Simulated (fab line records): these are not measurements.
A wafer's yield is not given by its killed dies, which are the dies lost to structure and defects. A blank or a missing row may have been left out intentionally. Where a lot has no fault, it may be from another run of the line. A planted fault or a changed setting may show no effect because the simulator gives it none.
Matching of chambers | flow nand-harc | NHARC_A_SLIT_ETCH_24 on rie-diel-12: 4 sister chambers
The step etches the open film in CF4/CHF3, target depth 121 nm, time 60.5 s. 8 wafers are shown with their chamber, then 7 later ones without.

EACH WAFER AND ITS CHAMBER
wafer  | chamber | showerhead-plenum-p-Torr (Torr) | rf-vpp-V (V)
L131.2 | 0       | 1.56                            | 371.7
L132.6 | 2       | 1.68                            | 374.3
L142.4 | 2       | 1.67                            | 372.0
L142.5 | 1       | 1.64                            | 373.7
L143.4 | 1       | 1.64                            | 373.9
L143.6 | 3       | 1.53                            | 368.7
L144.2 | 3       | 1.53                            | 370.7
L144.4 | 0       | 1.56                            | 368.1

WAFERS WITH NO CHAMBER GIVEN
wafer  | showerhead-plenum-p-Torr (Torr) | rf-vpp-V (V)
L144.6 | 1.53                            | 368.9
L148.3 | 1.53                            | 368.2
L148.4 | 1.64                            | 373.1
L148.5 | 1.56                            | 370.3
L149.2 | 1.56                            | 370.7
L149.5 | 1.64                            | 372.7
L149.6 | 1.67                            | 374.1

WHICH CHAMBER EACH WENT THROUGH
wafer  | from the rows above | in truth
L144.6 | 3                   | 3
L148.3 | 3                   | 3
L148.4 | 1                   | 1
L148.5 | 0                   | 0
L149.2 | 0                   | 0
L149.5 | 1                   | 1
L149.6 | 2                   | 2
Correctly placed: 7 of 7. Number that these rows cannot place: 0. Wrongly placed: 0.
How it was worked out, from the rows above alone: a wafer's distance from a chamber is the root of the sum, over the readings, of the square of ((its reading less the chamber's mean) divided by the reading's scatter). The wafer belongs to the nearest chamber; if the next one is less than 2 further off, it can't be placed. Each chamber's mean is taken over the wafers shown for it. The scatter: the root of (the sum of the squares of (reading less its chamber's mean) over the shown wafers, divided by (wafers less chambers)).
